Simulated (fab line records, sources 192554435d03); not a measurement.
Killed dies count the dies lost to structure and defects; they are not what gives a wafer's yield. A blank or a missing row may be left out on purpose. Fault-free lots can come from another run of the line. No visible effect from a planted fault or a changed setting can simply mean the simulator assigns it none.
The tool behind it: which one? | flow n5 finfet | 24 lots, 72 wafers sampled, at 6 steps of a route of 1938

== WHAT THE GAUGES READ, wafer by wafer ==
N5_MOL_CONTACT_COAG_CD_MEAS_08: the cd target is 28 nm.
lot  | measured     | on        | cd nm (nm)
L074 | day 4 16:05  | cd sem-02 | 28.21 28.14 28.21
L075 | day 4 19:16  | cd sem-02 | 27.88 27.60 27.84
L076 | day 5 07:21  | cd sem-01 | 28.12 27.79 27.92
L077 | day 5 11:30  | cd sem-03 | 27.74 27.86 27.64
L078 | day 5 17:54  | cd sem-02 | 28.19 27.87 28.25
L079 | day 5 21:19  | cd sem-01 | 27.89 28.35 28.39
L080 | day 6 06:16  | cd sem-01 | 28.11 27.82 27.79
L081 | day 6 14:11  | cd sem-01 | 27.92 27.77 27.83
L082 | day 6 16:15  | cd sem-02 | 27.94 27.43 27.70
L083 | day 6 22:52  | cd sem-03 | 28.12 27.87 28.48
L084 | day 7 03:03  | cd sem-02 | 27.50 27.83 27.62
L085 | day 7 18:48  | cd sem-02 | 27.94 27.90 27.76
L086 | day 7 19:19  | cd sem-01 | 27.73 27.71 27.83
L087 | day 8 00:14  | cd sem-01 | 27.75 28.21 27.50
L089 | day 8 09:59  | cd sem-01 | 28.15 27.81 28.11
L088 | day 8 16:02  | cd sem-03 | 27.70 28.10 28.55
L090 | day 8 17:40  | cd sem-01 | 27.86 27.51 27.68
L091 | day 8 20:29  | cd sem-03 | 28.03 27.77 28.02
L092 | day 9 06:24  | cd sem-01 | 27.63 27.64 27.64
L093 | day 9 12:29  | cd sem-03 | 28.14 27.82 28.28
L094 | day 9 15:45  | cd sem-03 | 28.02 28.10 27.53
L095 | day 10 02:10 | cd sem-01 | 27.66 27.69 27.66
L096 | day 10 03:55 | cd sem-02 | 28.22 27.54 27.93
L097 | day 10 12:26 | cd sem-02 | 28.17 28.15 28.13

N5_MOL_CONTACT_COAG_CD_MEAS_84: the cd target is 25.1 nm.
lot  | measured     | on        | cd nm (nm)
L074 | day 5 00:44  | cd sem-03 | 25.25 25.26 24.96
L075 | day 5 07:00  | cd sem-01 | 25.07 25.24 24.89
L076 | day 5 19:33  | cd sem-03 | 25.44 25.04 25.03
L077 | day 5 21:34  | cd sem-03 | 25.04 24.76 24.55
L078 | day 6 04:59  | cd sem-02 | 25.44 24.43 25.02
L079 | day 6 07:33  | cd sem-01 | 25.25 25.38 25.78
L080 | day 6 17:24  | cd sem-03 | 25.07 24.81 24.83
L081 | day 7 03:37  | cd sem-02 | 25.09 24.83 25.01
L082 | day 7 04:01  | cd sem-01 | 24.78 25.29 25.15
L083 | day 7 08:15  | cd sem-03 | 25.28 24.99 24.95
L084 | day 7 13:58  | cd sem-03 | 25.39 25.36 25.13
L085 | day 8 03:10  | cd sem-01 | 25.30 24.92 25.26
L086 | day 8 03:25  | cd sem-01 | 25.05 25.01 24.81
L087 | day 8 09:26  | cd sem-02 | 25.07 25.61 25.38
L089 | day 8 19:35  | cd sem-01 | 25.22 24.80 25.13
L088 | day 9 03:05  | cd sem-01 | 25.06 25.34 25.26
L090 | day 9 03:49  | cd sem-02 | 25.29 24.98 25.08
L091 | day 9 06:38  | cd sem-03 | 25.41 25.01 24.93
L092 | day 9 18:09  | cd sem-03 | 24.97 24.96 25.06
L093 | day 9 21:54  | cd sem-01 | 25.49 25.48 25.29
L094 | day 10 01:07 | cd sem-02 | 24.96 25.00 24.86
L095 | day 10 16:19 | cd sem-01 | 24.83 25.24 24.96
L096 | day 10 16:32 | cd sem-03 | 24.78 24.94 24.76
L097 | day 10 22:38 | cd sem-03 | 25.07 25.56 25.23

== TOOL THAT RAN EACH LOT (tool first, then ch and the chambers of the sampled wafers, then the start) ==
lot  | N5_GATE_CUT_CUT_ETCH_53           | N5_GATE_CUT_CUT_ETCH_55           | N5_MOL_CONTACT_COAG_TI_SIL_19 | N5_MOL_CONTACT_COAG_ANNEAL_113
L074 | rie metal-02 ch 0,1, day 4 12:40  | rie metal-02 ch 0,1, day 4 12:47  | pvd sputter-03, day 4 17:05   | rtp anneal-01 ch 0, day 4 18:47
L075 | rie metal-02 ch 0,1, day 4 15:59  | rie metal-02 ch 0,1, day 4 16:07  | pvd sputter-03, day 4 20:23   | rtp anneal-02 ch 0, day 4 23:28
L076 | rie metal-03 ch 0,1, day 5 03:28  | rie metal-03 ch 0,1, day 5 03:35  | pvd sputter-01, day 5 09:57   | rtp anneal-01 ch 0, day 5 11:37
L077 | rie metal-02 ch 0,1, day 5 07:40  | rie metal-02 ch 0,1, day 5 07:47  | pvd sputter-01, day 5 12:37   | rtp anneal-02 ch 0, day 5 15:59
L078 | rie metal-01 ch 1, day 5 14:38    | rie metal-01 ch 1, day 5 14:45    | pvd sputter-02, day 5 19:49   | rtp anneal-02 ch 0, day 5 22:28
L079 | rie metal-01 ch 0,1, day 5 18:03  | rie metal-01 ch 0,1, day 5 18:10  | pvd sputter-01, day 5 22:22   | rtp anneal-01 ch 0, day 6 02:06
L080 | rie metal-02 ch 0,1, day 6 02:56  | rie metal-02 ch 0,1, day 6 03:02  | pvd sputter-03, day 6 08:47   | rtp anneal-01 ch 0, day 6 11:13
L081 | rie metal-03 ch 0,1, day 6 10:56  | rie metal-03 ch 0,1, day 6 11:02  | pvd sputter-03, day 6 15:18   | rtp anneal-02 ch 0, day 6 20:55
L082 | rie metal-03 ch 0,1, day 6 12:56  | rie metal-03 ch 0,1, day 6 13:03  | pvd sputter-01, day 6 20:02   | rtp anneal-01 ch 0, day 6 21:54
L083 | rie metal-03 ch 0,1, day 6 19:04  | rie metal-03 ch 0,1, day 6 19:11  | pvd sputter-01, day 6 23:52   | rtp anneal-01 ch 0, day 7 02:04
L084 | rie metal-01 ch 0,1, day 6 23:26  | rie metal-01 ch 0,1, day 6 23:33  | pvd sputter-02, day 7 04:19   | rtp anneal-01 ch 0, day 7 08:23
L085 | rie metal-01 ch 0,1, day 7 14:52  | rie metal-01 ch 0,1, day 7 14:59  | pvd sputter-03, day 7 20:00   | rtp anneal-01 ch 0, day 7 21:42
L086 | rie metal-02 ch 0,1, day 7 15:16  | rie metal-02 ch 0,1, day 7 15:23  | pvd sputter-03, day 7 20:18   | rtp anneal-02 ch 0, day 7 21:53
L087 | rie metal-01 ch 0,1, day 7 20:53  | rie metal-01 ch 0,1, day 7 21:01  | pvd sputter-03, day 8 01:19   | rtp anneal-01 ch 0, day 8 04:17
L089 | rie metal-02 ch 0,1, day 8 06:44  | rie metal-02 ch 0,1, day 8 06:51  | pvd sputter-03, day 8 11:19   | rtp anneal-01 ch 0, day 8 12:56
L088 | rie metal-02 ch 0, day 8 12:03    | rie metal-02 ch 0, day 8 12:10    | pvd sputter-03, day 8 17:04   | rtp anneal-02 ch 0, day 8 20:55
L090 | rie metal-01 ch 0,1, day 8 14:24  | rie metal-01 ch 0,1, day 8 14:31  | pvd sputter-02, day 8 19:55   | rtp anneal-02 ch 0, day 8 22:07
L091 | rie metal-03 ch 0,1, day 8 16:55  | rie metal-03 ch 0,1, day 8 17:02  | pvd sputter-02, day 8 22:52   | rtp anneal-01 ch 0, day 9 00:30
L092 | rie metal-03 ch 0,1, day 9 02:50  | rie metal-03 ch 0,1, day 9 03:00  | pvd sputter-01, day 9 09:02   | rtp anneal-02 ch 0, day 9 12:28
L093 | rie metal-02 ch 1, day 9 09:13    | rie metal-02 ch 1, day 9 09:20    | pvd sputter-03, day 9 13:54   | rtp anneal-02 ch 0, day 9 16:02
L094 | rie metal-02 ch 0,1, day 9 12:21  | rie metal-02 ch 0,1, day 9 12:28  | pvd sputter-03, day 9 17:23   | rtp anneal-02 ch 0, day 9 19:50
L095 | rie metal-02 ch 0,1, day 9 22:23  | rie metal-02 ch 0,1, day 9 22:29  | pvd sputter-03, day 10 04:12  | rtp anneal-02 ch 0, day 10 07:58
L096 | rie metal-02 ch 0,1, day 10 00:31 | rie metal-02 ch 0,1, day 10 00:38 | pvd sputter-02, day 10 05:31  | rtp anneal-01 ch 0, day 10 08:12
L097 | rie metal-01 ch 0,1, day 10 09:07 | rie metal-01 ch 0,1, day 10 09:14 | pvd sputter-01, day 10 13:29  | rtp anneal-01 ch 0, day 10 16:29
- N5_GATE_CUT_CUT_ETCH_53: etches W in SF6/Cl2, target depth 79.2 nm.
- N5_GATE_CUT_CUT_ETCH_55: etches HfO2 in BCl3, target depth 3.2 nm.
- N5_MOL_CONTACT_COAG_TI_SIL_19: material Ti, target thk 4.2 nm, time 15 s.
- N5_MOL_CONTACT_COAG_ANNEAL_113: time 300 s.

== AS READ BY THE TOOLS THEMSELVES (means over the sampled wafers that have a number; for cases with no such wafer, the mark the record gives instead) ==
N5_GATE_CUT_CUT_ETCH_53.
lot  | tool         | bias w (W) | drypump motor current A (A) | etch rf on time s (s) | oes product au (a.u.) | rf fwd power W (W) | throttle valve pct (%)
L074 | rie metal-02 | 80.28      | 5.8                         | 26.3                  | 0.73                  | 880                | 28.6
L075 | rie metal-02 | 80.14      | 5.8                         | 26.4                  | 0.73                  | 880                | 28.6
L076 | rie metal-03 | 80.12      | 5.1                         | 26.4                  | 0.63                  | 876                | 29.0
L077 | rie metal-02 | 79.95      | 5.8                         | 25.9                  | 0.74                  | 879                | 28.6
L078 | rie metal-01 | 79.72      | 5.0                         | 26.2                  | 0.82                  | 878                | 28.4
L079 | rie metal-01 | 80.00      | 5.0                         | 26.2                  | 0.76                  | 879                | 28.6
L080 | rie metal-02 | 79.65      | 5.8                         | 26.2                  | 0.72                  | 879                | 28.6
L081 | rie metal-03 | 79.79      | 5.5                         | 26.5                  | 0.61                  | 877                | 29.2
L082 | rie metal-03 | 79.82      | 5.5                         | 26.4                  | 0.61                  | 878                | 29.2
L083 | rie metal-03 | 80.07      | 5.2                         | 26.2                  | 0.62                  | 875                | 29.0
L084 | rie metal-01 | 80.18      | 4.9                         | 26.8                  | 0.70                  | 880                | 28.6
L085 | rie metal-01 | 80.07      | 5.0                         | 26.5                  | 0.74                  | 879                | 28.6
L086 | rie metal-02 | 80.10      | 5.8                         | 26.1                  | 0.72                  | 875                | 28.6
L087 | rie metal-01 | 79.69      | 5.0                         | 26.4                  | 0.73                  | 882                | 28.5
L089 | rie metal-02 | 79.93      | 5.6                         | 26.7                  | 0.71                  | 877                | 28.8
L088 | rie metal-02 | 79.81      | 5.5                         | 26.8                  | 0.70                  | 878                | 29.0
L090 | rie metal-01 | 79.82      | 4.9                         | 26.6                  | 0.69                  | 882                | 28.7
L091 | rie metal-03 | 80.01      | 5.2                         | 26.7                  | 0.61                  | 877                | 29.1
L092 | rie metal-03 | 80.10      | 5.5                         | 26.2                  | 0.60                  | 878                | 29.2
L093 | rie metal-02 | 79.75      | 5.9                         | 25.7                  | 0.72                  | 877                | 28.4
L094 | rie metal-02 | 80.08      | 5.8                         | 26.1                  | 0.71                  | 877                | 28.6
L095 | rie metal-02 | 80.22      | 5.8                         | 26.5                  | 0.70                  | 878                | 28.6
L096 | rie metal-02 | 80.16      | 5.8                         | 26.1                  | 0.71                  | 878                | 28.6
L097 | rie metal-01 | 80.01      | 5.0                         | 26.2                  | 0.72                  | 880                | 28.6

N5_GATE_CUT_CUT_ETCH_55.
lot  | tool         | bias w (W) | drypump motor current A (A) | oes product au (a.u.) | rf fwd power W (W) | throttle valve pct (%)
L074 | rie metal-02 | 17.99      | 5.8                         | 0.82                  | 439.2              | 32.4
L075 | rie metal-02 | 17.97      | 5.8                         | 0.81                  | 438.0              | 32.4
L076 | rie metal-03 | 18.00      | 5.2                         | 0.69                  | 439.3              | 33.4
L077 | rie metal-02 | 17.96      | 5.8                         | 0.81                  | 439.8              | 32.4
L078 | rie metal-01 | 17.97      | 5.0                         | 0.91                  | 439.9              | 32.3
L079 | rie metal-01 | 18.02      | 5.0                         | 0.85                  | 440.9              | 32.5
L080 | rie metal-02 | 18.02      | 5.9                         | 0.80                  | 440.0              | 32.4
L081 | rie metal-03 | 17.97      | 5.5                         | 0.67                  | 439.0              | 33.3
L082 | rie metal-03 | 18.01      | 5.5                         | 0.67                  | 440.2              | 33.3
L083 | rie metal-03 | 18.03      | 5.2                         | 0.69                  | 440.0              | 33.4
L084 | rie metal-01 | 18.00      | 4.9                         | 0.78                  | 442.9              | 32.7
L085 | rie metal-01 | 18.01      | 5.0                         | 0.83                  | 441.1              | 32.5
L086 | rie metal-02 | 17.97      | 5.8                         | 0.80                  | 438.8              | 32.4
L087 | rie metal-01 | 17.97      | 5.0                         | 0.82                  | 440.9              | 32.5
L089 | rie metal-02 | 18.00      | 5.7                         | 0.79                  | 439.7              | 32.7
L088 | rie metal-02 | 18.00      | 5.5                         | 0.79                  | 439.6              | 32.9
L090 | rie metal-01 | 17.97      | 4.9                         | 0.77                  | 443.9              | 32.7
L091 | rie metal-03 | 18.04      | 5.1                         | 0.68                  | 440.6              | 33.4
L092 | rie metal-03 | 18.01      | 5.5                         | 0.66                  | 438.8              | 33.3
L093 | rie metal-02 | 18.04      | 6.0                         | 0.79                  | 440.2              | 32.2
L094 | rie metal-02 | 18.02      | 5.8                         | 0.78                  | 438.3              | 32.4
L095 | rie metal-02 | 17.98      | 5.8                         | 0.78                  | 439.0              | 32.5
L096 | rie metal-02 | 18.00      | 5.8                         | 0.78                  | 436.6              | 32.4
L097 | rie metal-01 | 17.99      | 5.0                         | 0.79                  | 441.9              | 32.5

N5_MOL_CONTACT_COAG_TI_SIL_19.
lot  | tool           | throttle valve pct (%)
L074 | pvd sputter-03 | 30.9
L075 | pvd sputter-03 | 30.6
L076 | pvd sputter-01 | 29.9
L077 | pvd sputter-01 | 30.0
L078 | pvd sputter-02 | 28.8
L079 | pvd sputter-01 | 29.6
L080 | pvd sputter-03 | 30.9
L081 | pvd sputter-03 | 30.7
L082 | pvd sputter-01 | 30.2
L083 | pvd sputter-01 | 30.1
L084 | pvd sputter-02 | 29.1
L085 | pvd sputter-03 | 31.1
L086 | pvd sputter-03 | 30.5
L087 | pvd sputter-03 | 31.0
L089 | pvd sputter-03 | 30.2
L088 | pvd sputter-03 | 30.6
L090 | pvd sputter-02 | 29.5
L091 | pvd sputter-02 | 29.3
L092 | pvd sputter-01 | 30.1
L093 | pvd sputter-03 | 30.7
L094 | pvd sputter-03 | 30.7
L095 | pvd sputter-03 | 30.2
L096 | pvd sputter-02 | 29.1
L097 | pvd sputter-01 | 30.1

N5_MOL_CONTACT_COAG_ANNEAL_113.
lot  | tool          | lamp power pct (%) | lamp_zone_5_pct (%) | wafer_temp_C_max
L074 | rtp anneal-01 | 2.32               | 2.32                | 401.8
L075 | rtp anneal-02 | 2.56               | 2.55                | 401.7
L076 | rtp anneal-01 | 2.32               | 2.32                | 402.0
L077 | rtp anneal-02 | 2.56               | 2.55                | 401.5
L078 | rtp anneal-02 | 2.56               | 2.55                | 401.7
L079 | rtp anneal-01 | 2.32               | 2.32                | 401.4
L080 | rtp anneal-01 | 2.32               | 2.32                | 401.7
L081 | rtp anneal-02 | 2.55               | 2.56                | 401.6
L082 | rtp anneal-01 | 2.32               | 2.32                | 401.1
L083 | rtp anneal-01 | 2.32               | 2.32                | 401.4
L084 | rtp anneal-01 | 2.32               | 2.32                | 401.6
L085 | rtp anneal-01 | 2.32               | 2.32                | 401.6
L086 | rtp anneal-02 | 2.55               | 2.56                | 402.3
L087 | rtp anneal-01 | 2.32               | 2.32                | 401.4
L089 | rtp anneal-01 | 2.32               | 2.32                | 401.1
L088 | rtp anneal-02 | 2.55               | 2.55                | 401.5
L090 | rtp anneal-02 | 2.56               | 2.56                | 401.7
L091 | rtp anneal-01 | 2.32               | 2.32                | 401.7
L092 | rtp anneal-02 | 2.55               | 2.56                | 401.8
L093 | rtp anneal-02 | 2.56               | 2.56                | 401.5
L094 | rtp anneal-02 | 2.56               | 2.56                | 402.0
L095 | rtp anneal-02 | 2.56               | 2.55                | 402.0
L096 | rtp anneal-01 | 2.32               | 2.32                | 401.3
L097 | rtp anneal-01 | 2.32               | 2.32                | 401.7

== THE ANSWER, worked out from the rows above alone ==
Rule: the usual values come from the lots themselves. The widest of any qualifying gaps counts: lots, ordered by their means at a reading, are off when they make up no more than a third of the lots, leave a main group of 4 or more, and stand apart from it by 3 or more times the standard deviation of that group's means. The tables above print the reading to a certain number of digits; a main group whose means all agree to those digits is not used. A lot without any number at a reading at which 4 lots or more have one is off too. The other lots that the step has rows for count as sound. The gauges are gone through in route order, then the tools' own readings, and for those a lot's mean is taken as printed above. At the first step where some lot is off, the reading lying furthest off is the one used; lots without a number count as furthest.
Across all readings shown, no lot is off: no conclusion can be drawn from this.

== WHAT HAD BEEN PUT IN BY THE SIMULATOR ==
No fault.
